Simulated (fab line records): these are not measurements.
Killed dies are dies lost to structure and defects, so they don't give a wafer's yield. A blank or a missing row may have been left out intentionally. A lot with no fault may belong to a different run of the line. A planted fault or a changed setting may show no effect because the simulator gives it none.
Lot-split experiment    flow n5_finfet    route with 1938 steps; 7 lots, 21 wafers read

== ON THE SPLIT ==
At N5_BEOL_M4_EXPOSE_08 (exposes mask M4), the setting dose_mj was moved away from the recipe's 41.25 on 8 of the 21 wafers read, by -6.6% to +7.2%. The other wafers ran this setting at the recipe's value.

== FROM THE SPLIT TO THE READING: what the file shows between them, 12 steps ==
- N5_BEOL_M4_PEB_09: peb time 60 s
- N5_BEOL_M4_DEVELOP_10: develop time 30 s
- N5_BEOL_M4_CD_MEAS_11: target cd 16.79 nm
- N5_BEOL_M4_DESCUM_16: chemistry O2, time 7 s
- N5_BEOL_M4_ETCH_74: etches underlayer in N2/H2, target depth 6.5 nm, time 5.2 s
- N5_BEOL_M4_ETCH_63: etches SiARC in CF4, target depth 15.6 nm, time 26 s
- N5_BEOL_M4_ETCH_64: etches SOC in N2/H2, target depth 75 nm, overetch 22.5 nm, time 121.9 s
- N5_BEOL_M4_STRIP_65: strips in N2/H2
- N5_BEOL_M4_STRIP_75: strips in N2/H2
- N5_BEOL_M4_STRIP_66: strips in CF4
- N5_BEOL_M4_HM_OPEN_17: chemistry Cl2/BCl3, target TiN, target depth 20 nm, overetch 6 nm
- N5_BEOL_M4_STRIP_19: strips in O2

== THE READING ==
cd_nm, in nm, at N5_BEOL_M4_CD_MEAS_18 (pitch 36 nm, target cd 18 nm). Typical for fault-free wafers on this fab line: 18.00 nm, with standard deviation 0.29 nm.

wafer   tool, chamber at the split  dose_mj as run  against the recipe  cd_nm, nm  against lot-mates on the recipe
L079.1  euv_scanner-01, 0           41.25           recipe              17.86      -
L079.4  euv_scanner-01, 0           41.25           recipe              17.93      -
L079.6  euv_scanner-01, 0           41.25           recipe              17.83      -
L080.2  euv_scanner-01, 0           43.27           +4.9%               19.41      +1.18
L080.3  euv_scanner-01, 0           41.25           recipe              18.25      -
L080.6  euv_scanner-01, 0           41.25           recipe              18.21      -
L083.2  euv_scanner-01, 0           42.17           +2.2%               18.31      +0.36
L083.3  euv_scanner-01, 0           41.25           recipe              17.87      -
L083.4  euv_scanner-01, 0           41.25           recipe              18.03      -
L086.4  euv_scanner-01, 0           38.51           -6.6%               16.66      no lot-mate on the recipe
L086.5  euv_scanner-01, 0           38.51           -6.6%               16.26      no lot-mate on the recipe
L086.6  euv_scanner-01, 0           38.51           -6.6%               16.71      no lot-mate on the recipe
L088.1  euv_scanner-02, 0           43.58           +5.6%               19.25      +1.44
L088.4  euv_scanner-02, 0           43.58           +5.6%               19.40      +1.59
L088.6  euv_scanner-02, 0           41.25           recipe              17.81      -
L089.4  euv_scanner-02, 0           41.25           recipe              18.80      -
L089.5  euv_scanner-02, 0           41.25           recipe              18.25      -
L089.6  euv_scanner-02, 0           41.25           recipe              18.50      -
L094.2  euv_scanner-01, 0           41.25           recipe              18.04      -
L094.3  euv_scanner-01, 0           41.25           recipe              18.61      -
L094.6  euv_scanner-01, 0           44.2            +7.2%               19.40      +1.07

FIT RESULTS
A straight line over all 21 wafers: cd_nm changes by +0.221 nm for each +1% of dose_mj; r = +0.94; the points scatter about the line by 0.29 nm.
The same after taking each lot's own level away (the mean of its wafers on the recipe; 18 wafers): +0.217 nm for each +1%; r = +0.93; scatter 0.22 nm.
According to that fit, moving dose_mj by its largest amount changes the reading by 1.6 nm.
From 17.810 to 18.517 nm: that is the span of the lots' own levels, equal to 2.4 times the standard deviation above.
Hence the lot-to-lot level has little effect on the slope; both slopes agree.
Check: +1.83 nm against its lot-mates is what the line predicts for one of the wafers moved furthest among these (+7.2%) when that wafer is left out of the fit. It came out at +1.07 nm against them.

== OTHER SPLITS ON THESE WAFERS ==
Before the reading, these wafers also passed through other splits. Each is held against what the fit with the lots' levels taken away leaves over:
other split on the same wafers  wafers away from the commonest value  r with cd_nm (lot level and that fit taken away)
N5_BEOL_M3_EXPOSE_08 dose_mj    9                                     +0.01
N5_BEOL_M4_COAT_05 spin_rpm     10                                    +0.07

== THE WHOLE CHAIN: every reading that the file lists as answering this split, in the file's order ==
step                   what it does                                                             reading                                                                change (the file's fit)                r (the file's)
N5_BEOL_M4_CD_MEAS_11  target cd 16.79 nm                                                       cd_nm                                                                  +0.217 nm for each +1% of the setting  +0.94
N5_BEOL_M4_ETCH_74     etches underlayer in N2/H2, target depth 6.5 nm, time 5.2 s              BEOL_M4.cd_offset_nm (the simulator's own value, which no gauge read)  +0.195 nm for each +1% of the setting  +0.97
N5_BEOL_M4_ETCH_64     etches SOC in N2/H2, target depth 75 nm, overetch 22.5 nm, time 121.9 s  BEOL_M4.cd_offset_nm (the simulator's own value, which no gauge read)  +0.191 nm for each +1% of the setting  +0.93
N5_BEOL_M4_HM_OPEN_17  chemistry Cl2/BCl3, target TiN, target depth 20 nm, overetch 6 nm        BEOL_M4.cd_offset_nm (the simulator's own value, which no gauge read)  +0.167 nm for each +1% of the setting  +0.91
N5_BEOL_M4_CD_MEAS_18  pitch 36 nm, target cd 18 nm                                             cd_nm                                                                  +0.204 nm for each +1% of the setting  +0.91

== FILE'S OWN FIT ==
cd_nm changes by +0.204 nm for each +1% of dose_mj, r = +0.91.
